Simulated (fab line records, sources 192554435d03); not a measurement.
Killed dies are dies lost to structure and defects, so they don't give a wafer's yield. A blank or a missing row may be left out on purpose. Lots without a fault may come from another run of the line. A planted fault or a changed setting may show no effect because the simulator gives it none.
fab line records | flow n5_finfet
record lots=6 wafers=18 last_day=18
route steps=1938 shown GATE_CUT@499 BEOL_M4@1111 PASSIVATION@1936
lots that met no fault: from a run of the same line without faults
start_h: hours from the record's first day to the start of the lot's first wafer shown | wait_h: hours since the lot's step before | " the same as in the row above | L1.1+2: a row that stands for several wafers | - no value, or no start given | * or withheld: withheld | < > ~ a bound
route shown NAME@n: a module of which the file shows steps, and the number in the route of the first | usual: mean/standard deviation of fault-free wafers | same: alike in all rows | chamber/n: place in a boat | sites: the reading at each site | _std_site: their standard deviation | _edge_site: outer sites' mean less inner sites' | radius_mm: how far each site lies from the wafer's centre | mask NAME#n: copy n | behind: the tool/chamber that last shaped the wafer | hold: why the lot was held/for how many hours/how that ended | device: the transistor (n, p or np) that didn't switch | end of line: the same wafers' tests at the end of the route | a step without rows: its recipe alone | killed: dies lost to structure and defects at the first sort, not the wafer's yield | map: a wafer's dies, x killed, . not, _ none there
set.NAME: the setting as run; set.NAME@STEP: as run at that earlier step | model.NAME: the simulator's own value behind a step, which no gauge read
lots at some steps of the route; a table a step, a row a wafer
services: from which hour (start_h, from the record's first day; less than 0 if before it) a tool's chamber was out of use, for how many hours, and why
## steps
# step N5_GATE_CUT_ETCH_19
# recipe chemistry=CH3F/O2 target=SiNx mask_material=SiO2 target_depth_a=537 time_s=76.7 pressure_mtorr=30 source_w=395 bias_w=73 Ar_flow_sccm=150 CH3F_flow_sccm=30 O2_flow_sccm=20 ion_energy_ev=120 ends=cleared
# step N5_GATE_CUT_CUT_ETCH_53
# recipe chemistry=SF6/Cl2 target=W mask_material=SiO2 target_depth_a=792 pressure_mtorr=8 icp_w=900 bias_w=80 SF6_flow_sccm=40 Cl2_flow_sccm=60 ends=cleared
# step N5_GATE_CUT_CUT_ETCH_54
# recipe chemistry=Cl2/BCl3 target=TiN mask_material=SiO2 target_depth_a=967 pressure_mtorr=10 icp_w=1000 bias_w=126 Cl2_flow_sccm=53.25 bcl3_flow_sccm=21.75 Ar_flow_sccm=25 ends=cleared
# step N5_GATE_CUT_CUT_ETCH_55
# recipe chemistry=BCl3 target=HfO2 mask_material=SiO2 target_depth_a=32 ion_energy_ev=30 pressure_mtorr=5 icp_w=450 bias_w=18 bcl3_flow_sccm=80
# usual bias_w=18.00/0.048 drypump_motor_current_A=6.0/0.38 oes_product_au=0.73/0.098 throttle_valve_pct=32.9/0.52
# columns lot.wafer tool chamber start_h wait_h bias_w drypump_motor_current_A oes_product_au rf_hours_counter_h throttle_valve_pct
L311.3 rie_metal-01 0 107.33 0.0 18.09 6.2 0.68 - 33.1
L311.4 " 1 " " 17.97 6.3 0.86 - 32.5
L311.5 " 1 " " 18.03 6.3 0.87 - 32.5
L318.1 rie_metal-02 1 161.65 0.0 18.00 6.0 0.87 13 32.5
L318.2 " 0 " " 17.90 5.9 0.64 116 33.7
L318.6 " 1 " " 18.00 5.9 0.86 - 32.6
L321.1 rie_metal-02 1 168.46 0.0 17.99 5.9 0.85 14 32.6
L321.4 " 1 " " 18.01 5.9 0.85 - 32.5
L321.5 " 0 " " 18.06 5.9 0.64 - 33.7
L323.4 rie_metal-03 1 179.57 0.0 18.00 6.4 0.74 - 33.5
L323.5 " 1 " " 18.11 6.4 0.74 - 33.5
L323.6 " 0 " " 18.00 5.3 0.64 - 32.3
L324.1 rie_metal-02 1 187.39 0.0 17.99 6.0 0.85 16 32.6
L324.3 " 0 " " 18.02 5.9 0.64 - 33.7
L324.5 " 1 " " 18.04 5.9 0.86 - 32.6
L330.2 rie_metal-02 0 226.74 0.0 18.04 5.9 0.62 122 33.7
L330.3 " 1 " " 18.06 5.9 0.85 - 32.6
L330.6 " 1 " " 17.99 5.9 0.83 - 32.5
# step N5_GATE_CUT_ETCH_47
# recipe chemistry=Cl2/BCl3 target=SiO2 target_depth_a=100 pressure_mtorr=10 icp_w=1000 bias_w=126 Cl2_flow_sccm=53.25 bcl3_flow_sccm=21.75 Ar_flow_sccm=25
# step N5_GATE_CUT_VAPOR_ETCH_48
# recipe chemistry=BCl3/Cl2 target=TiN mode=isotropic
# step N5_GATE_CUT_VAPOR_ETCH_49
# recipe chemistry=BCl3/Cl2 target=TiAlC mode=isotropic
# usual drypump_motor_current_A=6.0/0.38 oes_product_au=0.73/0.099
# columns lot.wafer tool chamber start_h wait_h drypump_motor_current_A oes_product_au
L311.3 rie_metal-01 0 107.42 0.0 6.3 0.68
L311.4 " 1 " " 6.3 0.87
L311.5 " 1 " " 6.3 0.87
L318.1 rie_metal-02 1 161.74 0.0 6.0 0.86
L318.2 " 0 " " 5.9 0.63
L318.6 " 1 " " 5.9 0.86
L321.1 rie_metal-02 1 168.55 0.0 5.9 0.85
L321.4 " 1 " " 5.9 0.86
L321.5 " 0 " " 5.9 0.63
L323.4 rie_metal-03 1 179.66 0.0 6.4 0.75
L323.5 " 1 " " 6.4 0.75
L323.6 " 0 " " 5.3 0.64
L324.1 rie_metal-02 1 187.48 0.0 5.9 0.86
L324.3 " 0 " " 5.9 0.64
L324.5 " 1 " " 6.0 0.85
L330.2 rie_metal-02 0 226.83 0.0 5.9 0.63
L330.3 " 1 " " 5.9 0.85
L330.6 " 1 " " 5.9 0.85
# step N5_GATE_CUT_VAPOR_ETCH_51
# recipe chemistry=BCl3/Cl2 target=HfO2 mode=isotropic
# usual drypump_motor_current_A=6.0/0.38 oes_product_au=0.74/0.1
# columns lot.wafer tool chamber start_h wait_h drypump_motor_current_A oes_product_au
L311.3 rie_metal-01 0 107.45 0.0 6.3 0.69
L311.4 " 1 " " 6.3 0.87
L311.5 " 1 " " 6.3 0.87
L318.1 rie_metal-02 1 161.77 0.0 5.9 0.87
L318.2 " 0 " " 5.9 0.64
L318.6 " 1 " " 5.9 0.87
L321.1 rie_metal-02 1 168.58 0.0 5.9 0.86
L321.4 " 1 " " 6.0 0.85
L321.5 " 0 " " 5.9 0.64
L323.4 rie_metal-03 1 179.69 0.0 6.4 0.74
L323.5 " 1 " " 6.5 0.74
L323.6 " 0 " " 5.3 0.63
L324.1 rie_metal-02 1 187.51 0.0 5.9 0.85
L324.3 " 0 " " 5.9 0.63
L324.5 " 1 " " 5.9 0.86
L330.2 rie_metal-02 0 226.86 0.0 5.9 0.62
L330.3 " 1 " " 5.9 0.84
L330.6 " 1 " " 5.9 0.83
# step N5_GATE_CUT_STRIP_21
# recipe chemistry=N2/H2 time_s=30 power_w=1000 temp_c=250 pressure_mtorr=withheld n2_flow_sccm=1750 h2_flow_sccm=3250
# usual drypump_motor_current_A=5.7/0.44 heater_power_w=314/24 n2_flow_sccm=1751/5
# columns lot.wafer tool chamber start_h wait_h drypump_motor_current_A heater_power_w n2_flow_sccm rf_hours_counter_h
L311.3 plasma_asher-01 0 107.51 0.1 5.6 332 1752 -
L311.4 " 1 " " 6.3 317 1748 -
L311.5 " 1 " " 6.3 322 1750 -
L318.1 plasma_asher-01 0 161.82 0.0 5.6 336 1748 103
L318.2 " 1 " " 6.3 314 1760 103
L318.6 " 1 " " 6.2 321 1750 -
L321.1 plasma_asher-02 1 168.63 0.0 5.1 271 1745 55
L321.4 " 1 " " 5.1 268 1747 -
L321.5 " 0 " " 5.4 333 1750 -
L323.4 plasma_asher-01 0 180.06 0.4 5.6 332 1745 -
L323.5 " 1 " " 6.3 319 1751 -
L323.6 " 0 " " 5.6 333 1752 -
L324.1 plasma_asher-01 1 187.56 0.0 6.3 320 1757 111
L324.3 " 1 " " 6.3 316 1754 -
L324.5 " 1 " " 6.3 319 1754 -
L330.2 plasma_asher-01 1 226.91 0.0 6.3 309 1756 117
L330.3 " 0 " " 5.6 338 1751 -
L330.6 " 1 " " 6.3 319 1748 -
# step N5_GATE_CUT_STRIP_29
# recipe chemistry=post_etch_residue_remover time_s=60 temp_c=25 remover_ph=withheld remover_water_wt_pct=withheld remover_fluoride_wt_pct=withheld
# step N5_GATE_CUT_SRD_52
# recipe dry=ipa_marangoni time_s=30 temp_c=23 rinse_liquid=diw
# step N5_GATE_CUT_ALD_22
# recipe material=SiNx target_thk_a=160 temp_c=400 ald_precursor_family=SiH2I2 ald_co_reactant=N2/H2-plasma pulse_time_s=1 ald_cycles=320 purge_time_s=2 co_reactant_purge_time_s=2 pressure_torr=2
# usual heater_power_w=794/89 precursor_pulse_height_rel=1.002/0.019
# columns lot.wafer tool chamber start_h wait_h heater_power_w precursor_pulse_height_rel
L311.3 ald_sin-01 3 107.64 0.0 822 0.996
L311.4 " 2 " " 782 0.992
L311.5 " 0 " " 724 0.996
L318.1 ald_sin-01 0 161.98 0.0 726 0.985
L318.2 " 3 " " 817 1.036
L318.6 " 3 " " 787 1.044
L321.1 ald_sin-03 1 168.79 0.0 894 1.002
L321.4 " 0 " " 779 1.022
L321.5 " 2 " " 721 0.986
L323.4 ald_sin-04 3 180.92 0.8 659 0.980
L323.5 " 0 " " 747 1.032
L323.6 " 1 " " 909 0.991
L324.1 ald_sin-04 0 187.72 0.0 761 1.027
L324.3 " 1 " " 923 1.017
L324.5 " 3 " " 657 0.974
L330.2 ald_sin-04 0 227.84 0.8 740 0.986
L330.3 " 1 " " 919 1.011
L330.6 " 0 " " 754 1.023
# step N5_GATE_CUT_CMP_23
# recipe stop_on=SiO2 t_overpolish_s=23.4 post_cmp_clean=alkaline_brush down_force_psi=2.5 platen_rpm=51.8 pad_velocity_m_s=1.0307 target_thk_nm=16
# usual motor_current_A=9.0/0.99 overpolish_run_s=23.400/0.01 retaining_ring_pressure_frac=1.001/0.005 time_to_endpoint_s=19.5/2.6
# columns lot.wafer tool chamber start_h wait_h motor_current_A overpolish_run_s retaining_ring_pressure_frac time_to_endpoint_s
L311.4 cmp-03 2 109.21 0.8 9.0 23.407 1.007 23.3
L311.3 " 3 " " 10.6 23.400 1.002 22.9
L311.5 " 0 " " 9.2 23.382 0.995 19.5
L318.2 cmp-01 1 163.54 0.8 9.6 23.394 1.010 19.2
L318.1 " 2 " " 9.7 23.402 1.008 17.2
L318.6 " 3 " " 10.7 23.401 1.003 21.7
L321.1 cmp-01 0 170.28 0.8 8.0 23.404 1.002 39.4
L321.4 " 1 " " 9.5 23.393 0.999 37.1
L321.5 " 0 " " 7.8 23.395 0.996 40.0
L323.4 cmp-03 1 181.72 0.1 10.6 23.404 1.005 18.2
L323.5 " 0 " " 8.9 23.407 1.002 20.4
L323.6 " 1 " " 9.9 23.399 1.007 16.6
L324.1 cmp-01 2 189.25 0.8 9.8 23.379 1.001 31.4
L324.3 " 0 " " 8.0 23.394 1.000 40.5
L324.5 " 1 " " 9.6 23.401 1.000 37.0
L330.3 cmp-02 0 229.33 0.8 8.3 23.408 1.000 17.7
L330.2 " 3 " " 8.3 23.373 1.007 19.4
L330.6 " 0 " " 7.8 23.395 1.005 16.6
# step N5_GATE_CUT_THK_MEAS_24
# recipe reads=SiO2_of_GATE_CUT_HM_DEP_46+SiO2_flowable_of_ILD0_FCVD_FILL_01
# usual GC_FILL_THK=219.4/2.2
# columns lot.wafer tool chamber start_h wait_h GC_FILL_THK[nm]
L311.3 film_metro-02 - 109.43 - 220.3
L311.4 " - " " 223.4
L311.5 " - " " 223.5
L318.1 film_metro-01 - 163.76 - 219.0
L318.2 " - " " 215.9
L318.6 " - " " 216.7
L321.1 film_metro-01 - 170.57 - 220.9
L321.4 " - " " 221.5
L321.5 " - " " 219.4
L323.4 film_metro-02 - 181.98 - 219.7
L323.5 " - " " 221.1
L323.6 " - " " 223.4
L324.1 film_metro-01 - 189.51 - 219.7
L324.3 " - " " 221.7
L324.5 " - " " 223.2
L330.2 film_metro-01 - 229.63 - 215.5
L330.3 " - " " 216.7
L330.6 " - " " 218.0
# step N5_BEOL_M4_RC_MEAS_101
# usual DIBL_N=36.5/2 DIBL_P=36.5/2.3 IOFF_N=0.16/0.036 IOFF_P=0.21/0.037 ION_N=672/12 ION_P=459/7.1 SS_N=71.6/0.73 SS_P=73.4/0.76 VT_N=250/3.3 VT_P=-250.5/2.9
# columns lot.wafer tool chamber start_h wait_h DIBL_N[mV/V] DIBL_P[mV/V] IOFF_N[nA/um] IOFF_P[nA/um] ION_N[uA/um] ION_P[uA/um] SS_N[mV/dec] SS_P[mV/dec] VT_N[mV] VT_P[mV]
L311.3 prober-01 0 199.73 0.3 36.9 35.4 0.15 0.18 661 446 71.9 73.3 252 -254.4
L311.4 " 0 " " 34.8 33.5 0.12 0.17 655 448 70.8 72.5 253 -254.3
L311.5 " 0 " " 39.9 40.3 0.22 0.28 683 467 71.9 74.7 245 -246.8
L321.1 prober-02 0 257.60 0.0 40.6 41.6 0.23 0.31 680 466 72.2 74.7 245 -246.1
L321.4 " 0 " " 40.2 39.0 0.21 0.25 649 444 73.9 73.9 249 -250.4
L321.5 " 0 " " 37.8 38.2 0.16 0.24 648 452 72.4 73.2 254 -251.2
L318.1 prober-02 0 260.12 0.0 35.7 36.0 0.14 0.21 675 461 70.8 73.1 252 -249.6
L318.2 " 0 " " 35.5 34.8 0.14 0.19 663 462 70.7 73.2 252 -251.4
L318.6 " 0 " " 36.1 35.6 0.15 0.21 667 464 71.2 72.3 250 -248.3
L323.4 prober-02 0 263.16 0.5 38.0 36.4 0.15 0.22 680 462 71.2 72.7 253 -250.4
L323.5 " 0 " " 39.0 36.9 0.18 0.22 651 445 72.9 73.1 252 -249.4
L323.6 " 0 " " 37.3 35.8 0.14 0.21 660 457 71.6 72.7 251 -249.5
L324.1 prober-01 0 280.17 0.0 36.2 34.6 0.16 0.19 672 456 71.8 74.1 247 -253.7
L324.3 " 0 " " 34.5 32.5 0.12 0.16 665 454 71.2 72.4 255 -256.7
L324.5 " 0 " " 35.0 33.4 0.13 0.17 671 459 70.8 72.3 249 -251.9
L330.2 prober-01 0 332.22 0.2 41.1 42.9 0.27 0.25 704 461 72.7 75.0 245 -252.2
L330.3 " 0 " " 35.5 37.8 0.14 0.19 664 454 71.2 73.7 253 -253.2
L330.6 " 0 " " 36.7 38.2 0.16 0.19 677 455 71.6 74.5 251 -254.5
# step N5_PASSIVATION_PROBE_49
# usual defect_limited_yield=91.4/1.4 killed_at_M0_to_M3=33/11 killed_at_M4_up=13/5.3 killed_at_contacts=13/6.1 killed_at_front_end=40/11 killed_at_other=2.9/2.7 killed_dies=102/17 killed_open=68/13 killed_short=32/7.5 sort_bin_4_leakage=0.00/0.022 sort_bin_5_function=5.1/0.98 sort_bin_6_memory=3.2/0.69 sort_bin_8_speed=0.1/1.1 sort_n_pass=1077/21 sort_yield_pct=91.3/1.7
# same gross_dies=1180 killed_at_back_side=0
# columns lot.wafer tool chamber start_h wait_h defect_limited_yield[%] killed_at_M0_to_M3 killed_at_M4_up killed_at_contacts killed_at_front_end killed_at_other killed_dies killed_open killed_short sort_bin_4_leakage[%] sort_bin_5_function[%] sort_bin_6_memory[%] sort_bin_8_speed[%] sort_n_pass sort_yield_pct[%]
L318.6 prober-02 - 390.53 0.3 89.7 59 4 17 40 2 122 70 48 0 5.4 4.7 0 1058 89.7
# killed by level:class
L318.6 BEOL_M0_SAQP:geometric_particle:open=17 BEOL_M0_SAQP:geometric_particle:short=14 MOL_CONTACT_COAG:geometric_particle:open=9 GATE_CUT:geometric_particle:short=8 FIN_SAQP:geometric_particle:open=7 MOL_CONTACT_COAG:geometric_particle:short=7 BEOL_M1:geometric_particle:open=6 BEOL_M2:geometric_particle:open=6
## services
# columns tool chamber start_h hours kind
ald_sin-01 - 85.25 14.0 pm
ald_sin-01 0 85.25 14.0 vent_cycle
ald_sin-01 1 85.25 14.0 vent_cycle
ald_sin-01 2 85.25 14.0 vent_cycle
ald_sin-01 3 85.25 14.0 vent_cycle
cmp-01 - 94.15 9.5 pm
cmp-01 - 103.65 8.3 pm
cmp-02 - 103.74 4.0 pm
ald_sin-01 2 109.21 3.2 repair
ald_sin-04 - 112.72 2.8 pm
cmp-03 - 115.99 6.2 pm
rie_metal-02 - 130.88 1.4 pm
ald_sin-04 3 132.14 3.9 repair
plasma_asher-01 - 132.64 4.5 repair
rie_metal-02 - 140.17 10.0 pm
cmp-03 - 150.91 0.5 repair
cmp-02 - 158.53 3.9 repair
plasma_asher-02 - 172.77 8.9 repair
ald_sin-03 - 177.13 14.0 pm
ald_sin-04 2 177.27 15.7 repair
rie_metal-03 1 198.33 4.6 repair
rie_metal-03 0 219.50 2.8 repair
plasma_asher-01 - 224.83 0.6 repair
ald_sin-04 - 229.30 6.1 pm
## key
first_sign step=N5_GATE_CUT_CMP_23 reading=time_to_endpoint_s direction=up sigmas=7.1 usual=* struck=*
effect none on later readings
met_at N5_GATE_CUT_CMP_23
struck_wafers L321.1,L321.4,L321.5,L324.1,L324.3,L324.5
onset_between 163.54 170.28
fault kind=process_parameter_drift tool=cmp-01 chamber=- onset_h=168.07 steps=N5_GATE_CUT_CMP_23 channel=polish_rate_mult offset=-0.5 shape=step end_h=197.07
